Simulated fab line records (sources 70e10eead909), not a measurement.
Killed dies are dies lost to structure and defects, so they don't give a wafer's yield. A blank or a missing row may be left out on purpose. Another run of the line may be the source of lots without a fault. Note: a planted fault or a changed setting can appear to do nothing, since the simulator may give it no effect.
fab line records ; flow nand-harc
record lots=6; wafers=18; last-day=34
route steps=1302 shown A_ONON_D1@424 END@1302
lots that met no fault: from a run of the same line without faults
start-h: hours from the record's first day to the start of the lot's first wafer shown ; wait-h: hours since the lot's step before ; " repeats the value in the row above ; L1.1+2: a single row standing in for several wafers ; - value missing, or start not given ; * or withheld: withheld ; < > ~ a bound
route shown NAME@n: NAME is a module with steps in the file, n the number in the route of the first one ; usual: mean and standard deviation over wafers with no fault ; same: alike in all rows ; chamber/n: place in a boat ; sites: each site's reading ; _std_site: standard deviation across them ; _edge_site: the outer-site mean with the inner-site mean subtracted ; radius-mm: how far each site lies from the wafer's centre ; mask NAME#n: copy n ; behind: the most recent tool/chamber to have shaped the wafer ; hold: cause of the lot's hold/its duration in hours/its outcome ; device: names the non-switching transistor (n, p or np) ; end of line: at the end of the route, the tests of the same wafers ; a step with no rows: only its recipe ; killed: the dies lost at the first sort to structure and to defects; this is not the yield of the wafer ; map: a wafer's dies, marking killed ones x, the rest . and places with no die _
set.NAME: the run value of the setting; set.NAME@STEP: its run value at that earlier step ; model.NAME: the simulator's own value behind a step, which no gauge read
lots at some steps of the route; a table a step, a row a wafer
services: from which hour (start-h, from the record's first day; less than 0 if before it) a tool's chamber was out of use, for how many hours, and why
## steps
# step NHARC_A_ONON_D1_DEP_00
# recipe target-thk-a=10000; n2-flow-sccm=2750; n2o-flow-sccm=2000; nh3-flow-sccm=500; sih4-flow-sccm=210; temp-c=400
# step NHARC_A_ONON_D1_THK_MEAS_02
# recipe thk-meas-gauge=ellipsometry
# usual thk-nm=999/10
lot.wafer;tool;chamber;start-h;wait-h;thk-nm
L502.1;film-metro-01;-;242.59;-;1016
L502.4;film-metro-01;-;242.59;-;1016
L502.6;film-metro-01;-;242.59;-;1016
L507.2;film-metro-01;-;299.54;-;1002
L507.4;film-metro-01;-;299.54;-;1005
L507.6;film-metro-01;-;299.54;-;1005
L510.2;film-metro-02;-;332.91;-;1007
L510.4;film-metro-02;-;332.91;-;1007
L510.6;film-metro-02;-;332.91;-;1007
L511.2;film-metro-01;-;332.91;-;990
L511.4;film-metro-01;-;332.91;-;991
L511.5;film-metro-01;-;332.91;-;992
L513.2;film-metro-02;-;350.07;-;980
L513.3;film-metro-02;-;350.07;-;981
L513.5;film-metro-02;-;350.07;-;980
L517.1;film-metro-02;-;399.10;-;991
L517.3;film-metro-02;-;399.10;-;991
L517.6;film-metro-02;-;399.10;-;989
# step NHARC_A_ONON_D1_DEP_03
# recipe target-thk-a=10000; n2-flow-sccm=2750; n2o-flow-sccm=2000; nh3-flow-sccm=500; sih4-flow-sccm=210; temp-c=400
# step NHARC_A_ONON_D1_THK_MEAS_05
# recipe thk-meas-gauge=ellipsometry
# usual thk-nm=998/9.7
lot.wafer;tool;chamber;start-h;wait-h;thk-nm
L502.1;film-metro-01;-;243.16;-;1008
L502.4;film-metro-01;-;243.16;-;1008
L502.6;film-metro-01;-;243.16;-;1008
L507.2;film-metro-01;-;300.10;-;1010
L507.4;film-metro-01;-;300.10;-;1012
L507.6;film-metro-01;-;300.10;-;1008
L510.2;film-metro-01;-;333.47;-;998
L510.4;film-metro-01;-;333.47;-;997
L510.6;film-metro-01;-;333.47;-;995
L511.2;film-metro-02;-;333.48;-;998
L511.4;film-metro-02;-;333.48;-;996
L511.5;film-metro-02;-;333.48;-;997
L513.2;film-metro-02;-;350.63;-;1008
L513.3;film-metro-02;-;350.63;-;1007
L513.5;film-metro-02;-;350.63;-;1007
L517.1;film-metro-02;-;399.67;-;1009
L517.3;film-metro-02;-;399.67;-;1010
L517.6;film-metro-02;-;399.67;-;1008
# step NHARC_A_ONON_D1_DEP_06
# recipe target-thk-a=10000; n2-flow-sccm=2750; n2o-flow-sccm=2000; nh3-flow-sccm=500; sih4-flow-sccm=210; temp-c=400
# step NHARC_A_ONON_D1_THK_MEAS_08
# recipe thk-meas-gauge=ellipsometry
# usual thk-nm=997/11
lot.wafer;tool;chamber;start-h;wait-h;thk-nm
L502.1;film-metro-01;-;243.72;-;991
L502.4;film-metro-01;-;243.72;-;987
L502.6;film-metro-01;-;243.72;-;987
L507.2;film-metro-01;-;300.67;-;995
L507.4;film-metro-01;-;300.67;-;994
L507.6;film-metro-01;-;300.67;-;992
L511.2;film-metro-01;-;334.04;-;998
L511.4;film-metro-01;-;334.04;-;997
L511.5;film-metro-01;-;334.04;-;998
L510.2;film-metro-02;-;334.04;-;994
L510.4;film-metro-02;-;334.04;-;995
L510.6;film-metro-02;-;334.04;-;995
L513.2;film-metro-02;-;351.20;-;998
L513.3;film-metro-02;-;351.20;-;1000
L513.5;film-metro-02;-;351.20;-;997
L517.1;film-metro-01;-;400.24;-;983
L517.3;film-metro-01;-;400.24;-;984
L517.6;film-metro-01;-;400.24;-;984
# step NHARC_A_ONON_D1_DEP_09
# recipe target-thk-a=10000; n2-flow-sccm=2750; n2o-flow-sccm=2000; nh3-flow-sccm=500; sih4-flow-sccm=210; temp-c=400
# step NHARC_A_ONON_D1_THK_MEAS_11
# recipe thk-meas-gauge=ellipsometry
# usual thk-nm=998/11
lot.wafer;tool;chamber;start-h;wait-h;thk-nm
L502.1;film-metro-01;-;244.29;-;997
L502.4;film-metro-01;-;244.29;-;998
L502.6;film-metro-01;-;244.29;-;998
L507.2;film-metro-02;-;301.24;-;989
L507.4;film-metro-02;-;301.24;-;989
L507.6;film-metro-02;-;301.24;-;989
L511.2;film-metro-02;-;334.60;-;1001
L511.4;film-metro-02;-;334.60;-;1003
L511.5;film-metro-02;-;334.60;-;1002
L510.2;film-metro-02;-;334.61;-;1008
L510.4;film-metro-02;-;334.61;-;1009
L510.6;film-metro-02;-;334.61;-;1010
L513.2;film-metro-01;-;351.77;-;1004
L513.3;film-metro-01;-;351.77;-;1007
L513.5;film-metro-01;-;351.77;-;1008
L517.1;film-metro-02;-;400.80;-;985
L517.3;film-metro-02;-;400.80;-;984
L517.6;film-metro-02;-;400.80;-;986
# step NHARC_A_ONON_D1_DEP_12
# recipe target-thk-a=10000; n2-flow-sccm=2750; n2o-flow-sccm=2000; nh3-flow-sccm=500; sih4-flow-sccm=210; temp-c=400
# step NHARC_A_ONON_D1_THK_MEAS_14
# recipe thk-meas-gauge=ellipsometry
# usual thk-nm=998/11
lot.wafer;tool;chamber;start-h;wait-h;thk-nm
L502.1;film-metro-01;-;244.85;-;1002
L502.4;film-metro-01;-;244.85;-;1002
L502.6;film-metro-01;-;244.85;-;1000
L507.2;film-metro-02;-;301.81;-;1002
L507.4;film-metro-02;-;301.81;-;1004
L507.6;film-metro-02;-;301.81;-;1001
L511.2;film-metro-01;-;335.17;-;1001
L511.4;film-metro-01;-;335.17;-;1002
L511.5;film-metro-01;-;335.17;-;1002
L510.2;film-metro-01;-;335.18;-;993
L510.4;film-metro-01;-;335.18;-;990
L510.6;film-metro-01;-;335.18;-;989
L513.2;film-metro-02;-;352.34;-;1003
L513.3;film-metro-02;-;352.34;-;1000
L513.5;film-metro-02;-;352.34;-;1000
L517.1;film-metro-02;-;401.37;-;1012
L517.3;film-metro-02;-;401.37;-;1011
L517.6;film-metro-02;-;401.37;-;1011
# step NHARC_A_ONON_D1_ANNEAL_15
# recipe temp-c=750; time-s=3600
# step NHARC_A_ONON_D1_DEP_16
# recipe target-thk-a=10000; n2-flow-sccm=2750; n2o-flow-sccm=2000; nh3-flow-sccm=500; sih4-flow-sccm=210; temp-c=400
# usual nh3-flow-sccm=500.1/1.6
lot.wafer;tool;chamber;start-h;wait-h;nh3-flow-sccm
L502.1;pecvd-onon-01;0;251.96;0.1;500.5
L502.4;pecvd-onon-01;0;251.96;0.1;500.0
L502.6;pecvd-onon-01;0;251.96;0.1;500.2
L507.2;pecvd-onon-04;0;309.17;0.1;501.1
L507.4;pecvd-onon-04;0;309.17;0.1;501.8
L507.6;pecvd-onon-04;0;309.17;0.1;500.6
L511.2;pecvd-onon-04;0;343.06;0.1;494.9
L511.4;pecvd-onon-04;0;343.06;0.1;497.8
L511.5;pecvd-onon-04;0;343.06;0.1;500.6
L510.2;pecvd-onon-01;0;343.06;0.1;500.6
L510.4;pecvd-onon-01;0;343.06;0.1;498.3
L510.6;pecvd-onon-01;0;343.06;0.1;501.3
L513.2;pecvd-onon-01;0;359.68;0.1;501.1
L513.3;pecvd-onon-01;0;359.68;0.1;499.7
L513.5;pecvd-onon-01;0;359.68;0.1;498.5
L517.1;pecvd-onon-02;0;408.46;0.1;497.9
L517.3;pecvd-onon-02;0;408.46;0.1;500.1
L517.6;pecvd-onon-02;0;408.46;0.1;501.2
# step NHARC_A_ONON_D1_THK_MEAS_18
# recipe thk-meas-gauge=ellipsometry
# usual thk-nm=999/10
lot.wafer;tool;chamber;start-h;wait-h;thk-nm
L502.1;film-metro-02;-;252.47;-;996
L502.4;film-metro-02;-;252.47;-;995
L502.6;film-metro-02;-;252.47;-;994
L507.2;film-metro-02;-;309.62;-;1019
L507.4;film-metro-02;-;309.62;-;1017
L507.6;film-metro-02;-;309.62;-;1017
L511.2;film-metro-02;-;343.51;-;999
L511.4;film-metro-02;-;343.51;-;998
L511.5;film-metro-02;-;343.51;-;997
L510.2;film-metro-01;-;343.51;-;1518
L510.4;film-metro-01;-;343.51;-;1517
L510.6;film-metro-01;-;343.51;-;1517
L513.2;film-metro-01;-;360.13;-;1515
L513.3;film-metro-01;-;360.13;-;1520
L513.5;film-metro-01;-;360.13;-;1518
L517.1;film-metro-01;-;408.96;-;1002
L517.3;film-metro-01;-;408.96;-;1004
L517.6;film-metro-01;-;408.96;-;1004
# step NHARC_A_ONON_D1_DEP_19
# recipe target-thk-a=10000; n2-flow-sccm=2750; n2o-flow-sccm=2000; nh3-flow-sccm=500; sih4-flow-sccm=210; temp-c=400
# step NHARC_END_SORT_01
# recipe temp-c=25
# usual killed-at-array=53/18; killed-at-other=0.8/1.1; killed-at-periphery=4.1/2.7; killed-dies=58/18; killed-open=3.1/1.7; killed-short=2.7/1.7
# same gross-dies=677
lot.wafer;tool;chamber;start-h;wait-h;killed-at-array;killed-at-other;killed-at-periphery;killed-dies;killed-open;killed-short
L502.1;prober-01;0;657.24;2.5;70;1;4;75;3;3
L502.4;prober-01;0;659.66;3.4;69;1;4;74;2;1
L502.6;prober-01;0;661.27;4.0;109;1;2;112;4;6
L507.6;prober-01;0;709.86;4.0;51;0;2;53;4;2
L510.2;prober-01;0;734.21;2.8;676;0;1;677;4;3
L510.4;prober-01;0;735.81;3.4;675;0;2;677;2;7
L510.6;prober-01;0;737.40;4.0;675;0;2;677;4;2
L513.2;prober-01;0;753.66;2.8;676;0;1;677;1;1
L513.3;prober-01;0;754.45;3.1;672;1;4;677;3;5
L513.5;prober-01;0;756.02;3.7;671;0;6;677;4;2
# killed by level:class
L502.1 A_SLIT:chamber-film-flake=21 A_CHANNEL_HOLE_D1:chamber-film-flake=15 A_CHANNEL_HOLE_D2:chamber-film-flake=11 A_STAIRCASE:chamber-film-flake=11 A_CONTACT:chamber-film-flake=5 A_ONON_D1:geometric-particle:short=2 A_DECK1_JOINT:chamber-film-flake=2 P_GATE:geometric-particle:short=1
L502.4 A_CHANNEL_HOLE_D1:chamber-film-flake=29 A_SLIT:chamber-film-flake=19 A_CHANNEL_HOLE_D2:chamber-film-flake=7 A_STAIRCASE:chamber-film-flake=6 A_CONTACT:chamber-film-flake=4 P_STI:chamber-film-flake=2 P_CONTACT:geometric-particle:short=1 A_SOURCE_PLATE:geometric-particle:open=1
L502.6 A_SLIT:chamber-film-flake=38 A_CHANNEL_HOLE_D1:chamber-film-flake=36 A_STAIRCASE:chamber-film-flake=13 A_CHANNEL_HOLE_D2:chamber-film-flake=9 A_CHANNEL_FILL_D1:geometric-particle:short=2 A_M0:geometric-particle:short=2 A_DECK1_JOINT:chamber-film-flake=2 P_GATE:geometric-particle:open=1
L507.6 A_SLIT:chamber-film-flake=27 A_CHANNEL_HOLE_D1:chamber-film-flake=8 A_BLC:chamber-film-flake=5 A_STAIRCASE:chamber-film-flake=3 A_WL_FILL:chamber-film-flake=2 P_CONTACT:geometric-particle:open=1 P_M1:geometric-particle:short=1 A_CHANNEL_FILL_D1:geometric-particle:short=1
L510.2 A_ONON_D1:area-dep=586 A_CHANNEL_HOLE_D1:chamber-film-flake=34 A_SLIT:chamber-film-flake=28 A_CHANNEL_HOLE_D2:chamber-film-flake=12 A_CONTACT:chamber-film-flake=7 A_M0:geometric-particle:short=2 P_M2:geometric-particle:open=1 A_ONON_D1:geometric-particle:open=1
L510.4 A_ONON_D1:area-dep=607 A_CHANNEL_HOLE_D2:chamber-film-flake=23 A_SLIT:chamber-film-flake=18 A_CHANNEL_HOLE_D1:chamber-film-flake=13 A_WL_FILL:geometric-particle:short=3 A_CHANNEL_FILL_D1:geometric-particle:short=2 A_STAIRCASE:chamber-film-flake=2 P_M1:geometric-particle:open=1
L510.6 A_ONON_D1:area-dep=594 A_CHANNEL_HOLE_D1:chamber-film-flake=30 A_SLIT:chamber-film-flake=20 A_CHANNEL_HOLE_D2:chamber-film-flake=11 A_CONTACT:chamber-film-flake=8 A_WL_FILL:chamber-film-flake=3 A_CHANNEL_FILL_D1:geometric-particle:short=1 A_ONON_D2:geometric-particle:open=1
L513.2 A_ONON_D1:area-dep=612 A_CHANNEL_HOLE_D2:chamber-film-flake=28 A_SLIT:chamber-film-flake=21 A_CHANNEL_HOLE_D1:chamber-film-flake=11 A_SLIT:geometric-particle:short=1 A_BLC:geometric-particle:open=1 P_GATE:chamber-film-flake=1 A_CHANNEL_FILL_D1:chamber-film-flake=1
L513.3 A_ONON_D1:area-dep=579 A_CHANNEL_HOLE_D1:chamber-film-flake=35 A_CHANNEL_HOLE_D2:chamber-film-flake=28 A_SLIT:chamber-film-flake=18 A_CONTACT:chamber-film-flake=6 P_CONTACT:geometric-particle:open=1 P_M0:geometric-particle:open=1 P_M2:geometric-particle:short=1
L513.5 A_ONON_D1:area-dep=577 A_CHANNEL_HOLE_D1:chamber-film-flake=35 A_CHANNEL_HOLE_D2:chamber-film-flake=25 A_SLIT:chamber-film-flake=24 A_CONTACT:chamber-film-flake=5 P_M0:geometric-particle:open=2 A_ZERO_WELL:chamber-film-flake=2 P_CONTACT:geometric-particle:open=1
# map L510.2 (x killed, . not)
____________x____________
_________xxxxxxx_________
_______xxxxxxxxxxx_______
______xxxxxxxxxxxxx______
_____xxxxxxxxxxxxxxx_____
____xxxxxxxxxxxxxxxxx____
____xxxxxxxxxxxxxxxxx____
___xxxxxxxxxxxxxxxxxxx___
___xxxxxxxxxxxxxxxxxxx___
__xxxxxxxxxxxxxxxxxxxxx__
__xxxxxxxxxxxxxxxxxxxxx__
_xxxxxxxxxxxxxxxxxxxxxxx_
_xxxxxxxxxxxxxxxxxxxxxxx_
_xxxxxxxxxxxxxxxxxxxxxxx_
_xxxxxxxxxxxxxxxxxxxxxxx_
_xxxxxxxxxxxxxxxxxxxxxxx_
xxxxxxxxxxxxxxxxxxxxxxxxx
xxxxxxxxxxxxxxxxxxxxxxxxx
xxxxxxxxxxxxxxxxxxxxxxxxx
xxxxxxxxxxxxxxxxxxxxxxxxx
xxxxxxxxxxxxxxxxxxxxxxxxx
_xxxxxxxxxxxxxxxxxxxxxxx_
_xxxxxxxxxxxxxxxxxxxxxxx_
_xxxxxxxxxxxxxxxxxxxxxxx_
_xxxxxxxxxxxxxxxxxxxxxxx_
_xxxxxxxxxxxxxxxxxxxxxxx_
__xxxxxxxxxxxxxxxxxxxxx__
__xxxxxxxxxxxxxxxxxxxxx__
___xxxxxxxxxxxxxxxxxxx___
___xxxxxxxxxxxxxxxxxxx___
____xxxxxxxxxxxxxxxxx____
____xxxxxxxxxxxxxxxxx____
_____xxxxxxxxxxxxxxx_____
______xxxxxxxxxxxxx______
_______xxxxxxxxxxx_______
_________xxxxxxx_________
____________x____________
# map L513.2 (x killed, . not)
____________x____________
_________xxxxxxx_________
_______xxxxxxxxxxx_______
______xxxxxxxxxxxxx______
_____xxxxxxxxxxxxxxx_____
____xxxxxxxxxxxxxxxxx____
____xxxxxxxxxxxxxxxxx____
___xxxxxxxxxxxxxxxxxxx___
___xxxxxxxxxxxxxxxxxxx___
__xxxxxxxxxxxxxxxxxxxxx__
__xxxxxxxxxxxxxxxxxxxxx__
_xxxxxxxxxxxxxxxxxxxxxxx_
_xxxxxxxxxxxxxxxxxxxxxxx_
_xxxxxxxxxxxxxxxxxxxxxxx_
_xxxxxxxxxxxxxxxxxxxxxxx_
_xxxxxxxxxxxxxxxxxxxxxxx_
xxxxxxxxxxxxxxxxxxxxxxxxx
xxxxxxxxxxxxxxxxxxxxxxxxx
xxxxxxxxxxxxxxxxxxxxxxxxx
xxxxxxxxxxxxxxxxxxxxxxxxx
xxxxxxxxxxxxxxxxxxxxxxxxx
_xxxxxxxxxxxxxxxxxxxxxxx_
_xxxxxxxxxxxxxxxxxxxxxxx_
_xxxxxxxxxxxxxxxxxxxxxxx_
_xxxxxxxxxxxxxxxxxxxxxxx_
_xxxxxxxxxxxxxxxxxxxxxxx_
__xxxxxxxxxxxxxxxxxxxxx__
__xxxxxxxxxxxxxxxxxxxxx__
___xxxxxxxxxxxxxxxxxxx___
___xxxxxxxxxxxxxxxxxxx___
____xxxxxxxxxxxxxxxxx____
____xxxxxxxxxxxxxxxxx____
_____xxxxxxxxxxxxxxx_____
______xxxxxxxxxxxxx______
_______xxxxxxxxxxx_______
_________xxxxxxx_________
____________x____________
## services
tool;chamber;start-h;hours;kind
pecvd-onon-01;-;269.00;13.0;pm
pecvd-onon-04;-;311.09;13.0;pm
pecvd-onon-02;-;366.33;13.0;pm
## key
first-sign step=NHARC_A_ONON_D1_THK_MEAS_18; reading=thk-nm; direction=up; sigmas=49; usual=999; struck=1518
effect step=NHARC_END_SORT_01; reading=killed-dies; direction=up; sigmas=34; usual=58; struck=677
more-kills-born-at NHARC_A_ONON_D1_DEP_16@pecvd-onon-01=3555
met-at NHARC_A_ONON_D1_DEP_16
struck-wafers L510.2,L510.4,L510.6,L513.2,L513.3,L513.5
later-rows-left-out L510.2,L510.4,L510.6,L513.2,L513.3,L513.5
tester-left-out L510,L513
onset-between 251.96 343.06
fault kind=process-parameter-drift; tool=pecvd-onon-01; chamber=-; onset-h=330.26; steps=NHARC_A_ONON_D1_DEP_16; channel=target-thk-a; offset=*; shape=step; end-h=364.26; acts-in=*; stated=*
# tester-left-out: of these lots the tester's yield and bins aren't shown, on N5 and GAA mostly nor the transistor test; their killed dies are dies lost to structure and defects alone, not to doping, threshold or leakage, so they don't give the yield
# later-rows-left-out: the simulator's readings of these wafers behind a module that went badly wrong aren't trusted and aren't shown, but for the sort
